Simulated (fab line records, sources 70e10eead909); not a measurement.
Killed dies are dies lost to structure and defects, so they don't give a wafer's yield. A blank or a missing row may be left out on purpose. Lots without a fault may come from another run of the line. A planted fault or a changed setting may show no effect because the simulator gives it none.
Which tool did it? | flow nand_harc | 12 lots, 36 wafers sampled, at 6 steps of a route of 1302

WHAT THE GAUGES READ, wafer by wafer
NHARC_P_GATE_CD_MEAS_59: target cd 720 nm.
lot  | measured     | on        | cd_nm (nm)
L467 | day 6 00:31  | cd_sem-03 | 720.7 720.9 722.6
L468 | day 6 05:53  | cd_sem-03 | 719.8 720.3 718.7
L469 | day 6 19:50  | cd_sem-01 | 719.9 720.2 718.9
L471 | day 7 11:06  | cd_sem-03 | 723.4 725.5 723.1
L474 | day 8 21:29  | cd_sem-03 | 722.4 716.9 718.6
L477 | day 9 14:38  | cd_sem-01 | 721.6 720.9 719.3
L480 | day 10 21:01 | cd_sem-02 | 719.1 721.0 720.9
L483 | day 12 09:45 | cd_sem-02 | 720.6 720.6 721.0
L484 | day 12 20:50 | cd_sem-01 | 755.0 757.6 753.8
L485 | day 13 01:19 | cd_sem-02 | 755.5 764.5 802.3
L488 | day 14 05:39 | cd_sem-02 | 720.4 717.8 720.3
L489 | day 14 19:17 | cd_sem-02 | 721.5 721.1 719.2

NHARC_P_GATE_CD_MEAS_91: target cd 2000 nm.
lot  | measured     | on        | cd_nm (nm)
L467 | day 6 02:07  | cd_sem-02 | 1995.9 1995.8 1997.1
L468 | day 6 07:29  | cd_sem-02 | 1998.3 2000.6 1999.8
L469 | day 6 21:33  | cd_sem-02 | 2000.3 1996.8 1995.1
L471 | day 7 12:49  | cd_sem-03 | 1997.1 1998.8 1998.0
L474 | day 8 23:12  | cd_sem-01 | 1996.1 1999.6 2000.5
L477 | day 9 16:15  | cd_sem-02 | 2002.1 2000.7 2000.7
L480 | day 10 22:38 | cd_sem-02 | 1999.1 1998.5 1998.8
L483 | day 12 11:28 | cd_sem-02 | 1994.5 1996.9 1996.3
L484 | day 12 22:25 | cd_sem-02 | 1999.6 1998.5 1998.4
L485 | day 13 03:01 | cd_sem-03 | 1999.3 2001.8 2000.3
L488 | day 14 07:22 | cd_sem-03 | 1999.0 1998.7 1998.3
L489 | day 14 20:54 | cd_sem-03 | 1999.4 2001.2 1996.4

NHARC_END_SORT_01.
lot  | measured     | on        | killed_at_array | killed_at_other | killed_at_periphery | killed_dies | killed_open | killed_short
L469 | day 25 21:34 | prober-01 | 81 82 78        | 4 5 2           | 0 2 2               | 85 89 82    | 5 6 3       | 5 3 2
L485 | day 32 00:10 | prober-01 | 89 83 79        | 0 0 2           | 3 5 20              | 92 88 101   | 1 2 4       | 6 3 2

WHICH TOOL RAN EACH LOT (tool, then ch and the chambers of the sampled wafers, then the start)
lot  | NHARC_P_GATE_ALD_36               | NHARC_P_GATE_ETCHBACK_37                      | NHARC_P_GATE_EXPOSE_56
L467 | ald_sin-01 ch 0,1,2, day 5 15:41  | rie_diel-06 ch 0,1,3, day 6 00:22 or earlier  | krf_scanner-03 ch 0, day 6 00:22
L468 | ald_sin-03 ch 2,3, day 5 17:35    | rie_diel-06 ch 0,1,2, day 6 05:44 or earlier  | krf_scanner-01 ch 0, day 6 05:44
L469 | ald_sin-04 ch 1,2,3, day 6 07:40  | rie_diel-13 ch 0,3, day 6 19:41 or earlier    | krf_scanner-01 ch 0, day 6 19:41
L471 | ald_sin-03 ch 2,3, day 7 00:05    | rie_diel-02 ch 2,3, day 7 10:56 or earlier    | krf_scanner-02 ch 0, day 7 10:56
L474 | ald_sin-04 ch 1,3, day 8 10:11    | rie_diel-02 ch 1,3, day 8 21:19 or earlier    | krf_scanner-03 ch 0, day 8 21:19
L477 | ald_sin-03 ch 1,2, day 9 03:33    | rie_diel-06 ch 0,3, day 9 14:29 or earlier    | krf_scanner-02 ch 0, day 9 14:29
L480 | ald_sin-03 ch 1,3, day 10 08:49   | rie_diel-02 ch 0,2,3, day 10 20:52 or earlier | krf_scanner-01 ch 0, day 10 20:52
L483 | ald_sin-04 ch 0,1, day 11 21:18   | rie_diel-06 ch 0,2,3, day 12 09:36 or earlier | krf_scanner-02 ch 0, day 12 09:36
L484 | ald_sin-01 ch 0,1, day 12 09:34   | rie_diel-13 ch 1,2, day 12 20:41 or earlier   | krf_scanner-01 ch 0, day 12 20:41
L485 | ald_sin-03 ch 1,2, day 12 13:10   | rie_diel-13 ch 0,1,2, day 13 01:09 or earlier | krf_scanner-01 ch 0, day 13 01:09
L488 | ald_sin-03 ch 0,1,2, day 13 18:32 | rie_diel-13 ch 0,2, day 14 05:30 or earlier   | krf_scanner-02 ch 0, day 14 05:30
L489 | ald_sin-04 ch 0,1,3, day 14 07:16 | rie_diel-02 ch 2,3, day 14 19:08 or earlier   | krf_scanner-02 ch 0, day 14 19:08
- NHARC_P_GATE_ALD_36: deposits SiNx, target thk 20 nm, pulse time 60 s, ald cycles 223.
- NHARC_P_GATE_ETCHBACK_37: etches the open film in CHF3/O2, target depth 34.5 nm, time 17.2 s.
- NHARC_P_GATE_EXPOSE_56: exposes mask P PSD, target cd 720 nm.

WHAT THE TOOLS THEMSELVES READ (means of the sampled wafers that have a number; where no wafer has one, the mark that the record gives instead)
NHARC_P_GATE_ALD_36.
lot  | tool       | heater_power_w (W) | precursor_pulse_height_rel
L467 | ald_sin-01 | 756                | 1.010
L468 | ald_sin-03 | 843                | 0.986
L469 | ald_sin-04 | 905                | 0.990
L471 | ald_sin-03 | 763                | 0.975
L474 | ald_sin-04 | 914                | 1.001
L477 | ald_sin-03 | 709                | 1.019
L480 | ald_sin-03 | 828                | 0.994
L483 | ald_sin-04 | 853                | 1.000
L484 | ald_sin-01 | 786                | 0.995
L485 | ald_sin-03 | 743                | 1.001
L488 | ald_sin-03 | 804                | 1.000
L489 | ald_sin-04 | 870                | 0.994

NHARC_P_GATE_ETCHBACK_37.
lot  | tool        | drypump_motor_current_A (A) | mfc_ar_sccm (sccm) | oes_product_au (a.u.) | rf_vpp_V (V) | showerhead_plenum_p_Torr (Torr) | throttle_valve_pct (%)
L467 | rie_diel-06 | 6.0                         | 200.6              | 0.944                 | 369.2        | 2.34                            | 20.570
L468 | rie_diel-06 | 6.2                         | 199.6              | 0.938                 | 368.4        | 2.30                            | 20.572
L469 | rie_diel-13 | 5.7                         | 200.2              | 0.926                 | 370.8        | 2.41                            | 20.563
L471 | rie_diel-02 | 5.8                         | 199.6              | 0.919                 | 370.8        | 2.40                            | 20.578
L474 | rie_diel-02 | 5.7                         | 199.6              | 0.991                 | 372.6        | 2.48                            | 20.574
L477 | rie_diel-06 | 6.2                         | 200.0              | 0.932                 | 370.4        | 2.33                            | 20.568
L480 | rie_diel-02 | 5.8                         | 200.4              | 0.997                 | 371.7        | 2.43                            | 20.575
L483 | rie_diel-06 | 5.9                         | 199.3              | 0.982                 | 369.6        | 2.36                            | 20.570
L484 | rie_diel-13 | 5.6                         | 200.1              | 0.922                 | 371.3        | 2.44                            | 20.569
L485 | rie_diel-13 | 5.5                         | 198.9              | 0.925                 | 372.1        | 2.47                            | 20.565
L488 | rie_diel-13 | 5.3                         | 199.6              | 0.918                 | 372.6        | 2.50                            | 20.570
L489 | rie_diel-02 | 5.9                         | 199.0              | 0.913                 | 369.4        | 2.36                            | 20.565

THE ANSWER, worked out from the rows above alone
Rule: what is usual is taken from the lots themselves. Put in order of their means at a reading, lots are off if they are a third of the lots or fewer, leave a main group of 4 or more, and stand apart from it by a gap of 3 or more times the standard deviation of the main group's means; of several such gaps the widest counts. A main group whose means are all the same, to the digits that the tables above print for the reading, isn't used. A lot without any number at a reading at which 4 lots or more have one is off too. The other lots that the step has rows for count as sound. The gauges are gone through in route order, then the tools' own readings, and for those a lot's mean is taken as printed above. The first step at which some lot is off is used, and at that step the reading that is off furthest; a lot without a number counts as furthest.
Off: L484, L485, at NHARC_P_GATE_CD_MEAS_59 (cd_nm). The main group: mean 720.6 nm, standard deviation 1.3.
A tool fits if, at a process step before that reading, it ran every lot that is off, and no sound lot after the first of them. The gauges at NHARC_P_GATE_CD_MEAS_59 are tried like those tools. NHARC_P_GATE_ETCHBACK_37 gives no start for some lots, so the hours and the order of its lots are those of NHARC_P_GATE_EXPOSE_56. One fits: krf_scanner-01 at NHARC_P_GATE_EXPOSE_56. Its last sound lot is L480 (day 10 20:52), its first lot that is off L484 (day 12 20:41): a fault that began between those two fits.

WHAT THE SIMULATOR HAD PUT IN
Process parameter drift: krf_scanner-01, from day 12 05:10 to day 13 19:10, at NHARC_P_GATE_EXPOSE_56. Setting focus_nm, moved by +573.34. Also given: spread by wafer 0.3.
Lots struck among those shown: L484, L485. The rule above found the same.
